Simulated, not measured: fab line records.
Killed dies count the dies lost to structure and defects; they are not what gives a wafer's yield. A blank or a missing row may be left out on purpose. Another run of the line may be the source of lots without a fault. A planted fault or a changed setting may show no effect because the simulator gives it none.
Problem report in the 8D (eight disciplines) form, filled by code    flow n5 finfet    the parts of the form that need people (team, actions taken, sign-off) are left out

== 1. THE ISSUE ==
susceptor temp C at N5_BEOL_M2_PECVD_72 reads a mean of 405.65 C on 4 wafers of 3 lots; wafers without a fault read 400.01 C with a standard deviation of 0.2. That puts it +28 standard deviations away from the usual mean.
The step: deposits SiO2 from TEOS/O2, target thk 16 nm, time 18 s.
The first sign was on wafer L505.6 at day 11 11:43, on pecvd-03. At this step, 30 wafers from 10 lots have a number in the record. The rule behind "out" and "out of limits": a value lying over 4 standard deviations away from the usual mean. The rest of the wafers with a number are treated as sound.

== 2. WHAT IT IS, WHAT IT ISN'T ==
question                     is                              is not
which readings at this step  susceptor temp C                heater power w, showerhead plenum p Torr, throttle valve pct
which lots                   L505, L506, L507                L487, L489, L491, L497, L498, L499, L500
which wafers of those lots   L505.6, L506.4, L507.1, L507.5  L505.1, L505.4, L506.1, L506.3, L507.3
read on which tools          pecvd-03                        pecvd-01, pecvd-04
when                         from day 11 11:43               up to then (23 sound wafers); but 3 sound wafers of L506, L507 came after

== 3. WHAT RULES OUT EACH SUSPECT ==
Counting: if a tool at a process step up to the reading ran every lot that is out, it stays a suspect. Sound lots after the first of them don't rule it out here, since some wafers of a struck lot are sound.
- pecvd-03 at N5_BEOL_M2_PECVD_72 (deposits SiO2 from TEOS/O2, target thk 16 nm, time 18 s): kept. It processed each lot that is out (first: L505, day 11 11:43); up to then, its last sound lot is L498 (day 9 20:04). Out on those wafers are its own readings of susceptor temp C.
- Within pecvd-03 at N5_BEOL_M2_PECVD_72: the wafers that are out ran in chamber 0; their sound lot-mates ran in chambers 1, 2.
Left after counting: pecvd-03 at N5_BEOL_M2_PECVD_72.

== 4. THE CAUSE (what the simulator had put in) ==
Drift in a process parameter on pecvd-03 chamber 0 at N5_BEOL_M2_PECVD_72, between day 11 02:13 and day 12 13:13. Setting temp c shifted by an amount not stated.
This tool alone remained once counting was done.

== 5. THE EFFECT CHAIN, in route order ==
Each row: a reading where the mean over the struck wafers with a number is more than 3 standard deviations away from the usual. Only readings for which the record gives a usual standard deviation are gone through. hours: the time from each lot's start at the first step in this table that gives one to its start at this step, as a median over the lots. sigmas: the change in usual standard deviations.
hours  step                 reading           usual     on struck wafers  change  sigmas
0      N5_BEOL_M2_PECVD_72  susceptor temp C  400.01 C  405.65            +5.64   +28
Here are the process steps it includes:
- N5_BEOL_M2_PECVD_72: deposits SiO2 from TEOS/O2, target thk 16 nm, time 18 s.
Later measuring or inspecting steps at which every struck wafer that the step has a row for has a number for every such reading, and none has moved that far: N5_BEOL_M4_RC_MEAS_101.

== 6. WHAT WOULD HAVE CAUGHT IT SOONER ==
10 hours passed between the start of the fault at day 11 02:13 and the first reading out of limits in this record, taken at day 11 11:43.
